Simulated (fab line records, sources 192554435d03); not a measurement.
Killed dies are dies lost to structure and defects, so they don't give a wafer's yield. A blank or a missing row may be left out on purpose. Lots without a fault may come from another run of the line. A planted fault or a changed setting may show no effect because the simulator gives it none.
Split-lot experiment | flow n5_finfet | 7 lots, 21 wafers read, on a route of 1938 steps

THE SPLIT
At N5_BEOL_M7_ETCH_66 (etches SOC in N2/H2, target depth 80 nm, overetch 16 nm, time 120 s), the setting time_s was moved away from the recipe's 120 s on 8 of the 21 wafers read, by -14.6% to +20.5%. The other wafers ran this setting at the recipe's value.

The reading is taken at the split's own step.

THE READING
SiARC_of_BEOL_M7_COAT_64.thk_nm (the simulator's own value, which no gauge read), in nm, at N5_BEOL_M7_ETCH_66 (etches SOC in N2/H2, target depth 80 nm, overetch 16 nm, time 120 s). The file gives no usual value for it. The 13 wafers here that ran the recipe average 6.4 nm, standard deviation 0.23 nm.

wafer  | tool, chamber at the split | time_s as run, s | against the recipe | SiARC_of_BEOL_M7_COAT_64.thk_nm, nm | against lot-mates on the recipe
L075.1 | rie_diel-03, 0             | 110.5            | -7.9%              | 7                                   | +0.6
L075.3 | rie_diel-03, 3             | 110.5            | -7.9%              | 6.8                                 | +0.4
L075.4 | rie_diel-03, 1             | 120              | recipe             | 6.4                                 | -
L077.2 | rie_diel-02, 3             | 120              | recipe             | 6.4                                 | -
L077.3 | rie_diel-02, 1             | 120              | recipe             | 6.2                                 | -
L077.6 | rie_diel-02, 2             | 144.6            | +20.5%             | 5                                   | -1.3
L078.2 | rie_diel-01, 1             | 120              | recipe             | 6.4                                 | -
L078.4 | rie_diel-01, 3             | 120              | recipe             | 6.8                                 | -
L078.5 | rie_diel-01, 2             | 120              | recipe             | 6                                   | -
L082.2 | rie_diel-02, 1             | 104.5            | -12.9%             | 7                                   | +0.6
L082.4 | rie_diel-02, 3             | 120              | recipe             | 6.4                                 | -
L082.6 | rie_diel-02, 3             | 104.5            | -12.9%             | 7.2                                 | +0.8
L084.1 | rie_diel-03, 0             | 102.5            | -14.6%             | 7.2                                 | +1.0
L084.3 | rie_diel-03, 2             | 120              | recipe             | 6                                   | -
L084.6 | rie_diel-03, 3             | 120              | recipe             | 6.4                                 | -
L091.1 | rie_diel-03, 2             | 133.9            | +11.6%             | 5.4                                 | -1.0
L091.2 | rie_diel-03, 1             | 133.9            | +11.6%             | 5.6                                 | -0.8
L091.3 | rie_diel-03, 3             | 120              | recipe             | 6.4                                 | -
L095.3 | rie_diel-02, 0             | 120              | recipe             | 6.8                                 | -
L095.5 | rie_diel-02, 2             | 120              | recipe             | 6.2                                 | -
L095.6 | rie_diel-02, 3             | 120              | recipe             | 6.4                                 | -

THE FIT
A straight line over all 21 wafers: SiARC_of_BEOL_M7_COAT_64.thk_nm changes by -0.0647 nm for each +1% of time_s; r = -0.93; the points scatter about the line by 0.21 nm.
The same after taking each lot's own level away (the mean of its wafers on the recipe; 21 wafers): -0.065 nm for each +1%; r = -0.94; scatter 0.2 nm.
On that fit, the largest move of time_s shifts the reading by 1.3 nm.
The lots' own levels span 6.20 to 6.47 nm, that is 1.1 times the standard deviation above.
So the lot-to-lot level changes the slope little: the two slopes agree.
Check: with one of the wafers moved furthest among these (+20.5%) left out of the fit, the line predicts -1.39 nm for it against its lot-mates. It came out at -1.3 nm against them.

THE FILE'S OWN FIT
SiARC_of_BEOL_M7_COAT_64.thk_nm changes by -0.0649 nm for each +1% of time_s, r = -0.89.
